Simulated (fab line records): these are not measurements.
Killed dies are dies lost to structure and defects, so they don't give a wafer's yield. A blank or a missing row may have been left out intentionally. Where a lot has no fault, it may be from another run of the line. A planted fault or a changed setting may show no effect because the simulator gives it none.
Matching of chambers | flow nand-harc | rie-si-02 running NHARC_A_WL_FILL_ETCHBACK_26: 4 sister chambers
The step etches the open film in HBr, target depth 52 nm, time 13.3 s. 8 wafers are shown with their chamber, then 7 later ones without.

## WAFERS PAIRED WITH THEIR CHAMBERS
wafer  | chamber | drypump-motor-current-A (A) | rf-fwd-power-W (W)
L086.3 | 0       | 5.6                         | 345.1
L085.2 | 2       | 6.2                         | 345.6
L085.5 | 3       | 5.9                         | 340.8
L088.1 | 0       | 5.6                         | 346.2
L088.2 | 2       | 6.2                         | 344.9
L088.6 | 1       | 5.5                         | 343.9
L093.2 | 1       | 5.5                         | 342.9
L093.5 | 3       | 5.8                         | 342.1

## WAFERS WITHOUT THEIR CHAMBER
wafer  | drypump-motor-current-A (A) | rf-fwd-power-W (W)
L093.6 | 6.1                         | 345.0
L092.2 | 5.6                         | 345.6
L092.3 | 5.5                         | 344.1
L092.6 | 5.5                         | 344.5
L096.3 | 6.1                         | 344.1
L096.4 | 5.9                         | 340.4
L096.6 | 5.6                         | 345.0

## WHICH CHAMBER EACH WENT THROUGH
wafer  | from the rows above     | in truth
L093.6 | 2                       | 2
L092.2 | 0                       | 0
L092.3 | 1                       | 1
L092.6 | can't be placed: 1 or 0 | 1
L096.3 | 2                       | 2
L096.4 | 3                       | 3
L096.6 | 0                       | 0
Correctly placed: 6 of 7. These rows do not allow placing 1 (true chamber among the candidates in 1). Placed wrongly: 0.
How it was worked out, from the rows above alone: a wafer's distance from a chamber is the root of the sum, over the readings, of the square of ((its reading less the chamber's mean) divided by the reading's scatter). If the next closest chamber is less than 2 further off than the closest, the wafer can't be placed; otherwise it belongs to the closest. A chamber's mean is the mean of its shown wafers. How the scatter is found: for the shown wafers, subtract from each reading the mean of its chamber, square and add these, divide the total by (wafers less chambers), then take the root.
